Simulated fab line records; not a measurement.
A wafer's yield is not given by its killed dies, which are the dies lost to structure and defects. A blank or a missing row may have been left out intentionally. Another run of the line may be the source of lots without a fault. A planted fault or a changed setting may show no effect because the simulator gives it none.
Matching of chambers :: flow nandHarc :: 4 sister chambers for NHARC_A_M1_DESCUM_14 on rieDiel-02
The step chemistry O2, time 3 s. 24 wafers are shown with their chamber, then 12 later ones without.

## WAFERS PAIRED WITH THEIR CHAMBERS
wafer: L074.1
chamber: 3
drypumpMotorCurrentA (A): 6.1
oesProductAu (a.u.): 0.983
rfVppV (V): 57.3

wafer: L074.3
chamber: 2
drypumpMotorCurrentA (A): 5.4
oesProductAu (a.u.): 0.982
rfVppV (V): 56.1

wafer: L074.6
chamber: 3
drypumpMotorCurrentA (A): 6.1
oesProductAu (a.u.): 0.975
rfVppV (V): 56.9

wafer: L074.2
chamber: 1
drypumpMotorCurrentA (A): 6.2
oesProductAu (a.u.): 1.004
rfVppV (V): 56.9

wafer: L074.4
chamber: 0
drypumpMotorCurrentA (A): 5.7
oesProductAu (a.u.): 1.000
rfVppV (V): 57.7

wafer: L074.5
chamber: 0
drypumpMotorCurrentA (A): 5.7
oesProductAu (a.u.): 1.002
rfVppV (V): 59.0

wafer: L075.1
chamber: 2
drypumpMotorCurrentA (A): 5.4
oesProductAu (a.u.): 0.979
rfVppV (V): 57.9

wafer: L075.2
chamber: 0
drypumpMotorCurrentA (A): 5.7
oesProductAu (a.u.): 1.004
rfVppV (V): 58.2

wafer: L075.3
chamber: 3
drypumpMotorCurrentA (A): 6.1
oesProductAu (a.u.): 0.989
rfVppV (V): 58.1

wafer: L075.4
chamber: 1
drypumpMotorCurrentA (A): 6.2
oesProductAu (a.u.): 1.005
rfVppV (V): 59.5

wafer: L075.5
chamber: 2
drypumpMotorCurrentA (A): 5.4
oesProductAu (a.u.): 0.982
rfVppV (V): 58.4

wafer: L075.6
chamber: 1
drypumpMotorCurrentA (A): 6.2
oesProductAu (a.u.): 1.011
rfVppV (V): 58.5

wafer: L077.3
chamber: 2
drypumpMotorCurrentA (A): 5.4
oesProductAu (a.u.): 0.985
rfVppV (V): 58.0

wafer: L077.5
chamber: 3
drypumpMotorCurrentA (A): 6.0
oesProductAu (a.u.): 0.991
rfVppV (V): 56.5

wafer: L077.6
chamber: 0
drypumpMotorCurrentA (A): 5.7
oesProductAu (a.u.): 1.008
rfVppV (V): 58.4

wafer: L082.1
chamber: 2
drypumpMotorCurrentA (A): 5.4
oesProductAu (a.u.): 0.995
rfVppV (V): 56.7

wafer: L082.2
chamber: 3
drypumpMotorCurrentA (A): 6.0
oesProductAu (a.u.): 0.967
rfVppV (V): 57.6

wafer: L082.3
chamber: 1
drypumpMotorCurrentA (A): 6.2
oesProductAu (a.u.): 1.017
rfVppV (V): 58.6

wafer: L082.4
chamber: 0
drypumpMotorCurrentA (A): 5.7
oesProductAu (a.u.): 1.001
rfVppV (V): 57.4

wafer: L082.5
chamber: 1
drypumpMotorCurrentA (A): 6.2
oesProductAu (a.u.): 1.015
rfVppV (V): 58.2

wafer: L082.6
chamber: 2
drypumpMotorCurrentA (A): 5.4
oesProductAu (a.u.): 0.985
rfVppV (V): 58.2

wafer: L085.1
chamber: 1
drypumpMotorCurrentA (A): 6.1
oesProductAu (a.u.): 1.015
rfVppV (V): 57.0

wafer: L085.2
chamber: 2
drypumpMotorCurrentA (A): 5.4
oesProductAu (a.u.): 0.986
rfVppV (V): 59.0

wafer: L085.5
chamber: 2
drypumpMotorCurrentA (A): 5.4
oesProductAu (a.u.): 0.987
rfVppV (V): 58.3

SIGNATURES (averages over the wafers above)
reading: drypumpMotorCurrentA
chamber 0: 5.700
chamber 1: 6.183
chamber 2: 5.400
chamber 3: 6.060
scatter within a chamber: 0.0319

reading: oesProductAu
chamber 0: 1.00300
chamber 1: 1.01117
chamber 2: 0.98513
chamber 3: 0.98100
scatter within a chamber: 0.00613

reading: rfVppV
chamber 0: 58.140
chamber 1: 58.117
chamber 2: 57.825
chamber 3: 57.280
scatter within a chamber: 0.85
Rule: for each reading, subtract the chamber's mean from the wafer's reading, divide by that reading's scatter and square the result; add these up over the readings and take the root, which gives the wafer's distance from the chamber. The wafer belongs to the nearest chamber; if the next one is less than 2 further off, it can't be placed. How the scatter is found: for the shown wafers, subtract from each reading the mean of its chamber, square and add these, divide the total by (wafers less chambers), then take the root.

## WAFERS WHOSE CHAMBER IS MISSING
wafer: L085.3
drypumpMotorCurrentA (A): 6.1
oesProductAu (a.u.): 0.972
rfVppV (V): 57.8

wafer: L085.4
drypumpMotorCurrentA (A): 5.7
oesProductAu (a.u.): 1.004
rfVppV (V): 56.2

wafer: L085.6
drypumpMotorCurrentA (A): 6.1
oesProductAu (a.u.): 1.011
rfVppV (V): 58.3

wafer: L088.1
drypumpMotorCurrentA (A): 6.0
oesProductAu (a.u.): 0.975
rfVppV (V): 58.1

wafer: L088.2
drypumpMotorCurrentA (A): 5.4
oesProductAu (a.u.): 0.989
rfVppV (V): 57.6

wafer: L088.6
drypumpMotorCurrentA (A): 5.4
oesProductAu (a.u.): 0.986
rfVppV (V): 56.6

wafer: L095.1
drypumpMotorCurrentA (A): 6.2
oesProductAu (a.u.): 1.011
rfVppV (V): 58.6

wafer: L095.2
drypumpMotorCurrentA (A): 5.4
oesProductAu (a.u.): 0.998
rfVppV (V): 58.0

wafer: L095.4
drypumpMotorCurrentA (A): 6.1
oesProductAu (a.u.): 0.968
rfVppV (V): 56.4

wafer: L093.4
drypumpMotorCurrentA (A): 5.4
oesProductAu (a.u.): 1.006
rfVppV (V): 57.5

wafer: L093.5
drypumpMotorCurrentA (A): 6.0
oesProductAu (a.u.): 0.969
rfVppV (V): 56.9

wafer: L093.6
drypumpMotorCurrentA (A): 5.4
oesProductAu (a.u.): 1.003
rfVppV (V): 59.4

## CHAMBER TAKEN BY EACH
wafer: L085.3
from the rows above: 3
in truth: 3

wafer: L085.4
from the rows above: 0
in truth: 0

wafer: L085.6
from the rows above: 1
in truth: 1

wafer: L088.1
from the rows above: 3
in truth: 3

wafer: L088.2
from the rows above: 2
in truth: 2

wafer: L088.6
from the rows above: 2
in truth: 2

wafer: L095.1
from the rows above: 1
in truth: 1

wafer: L095.2
from the rows above: 2
in truth: 2

wafer: L095.4
from the rows above: 3
in truth: 3

wafer: L093.4
from the rows above: 2
in truth: 2

wafer: L093.5
from the rows above: 3
in truth: 3

wafer: L093.6
from the rows above: 2
in truth: 2
Correct placement for 12 of the 12. Left unplaced by these rows: 0. 0 placed wrongly.
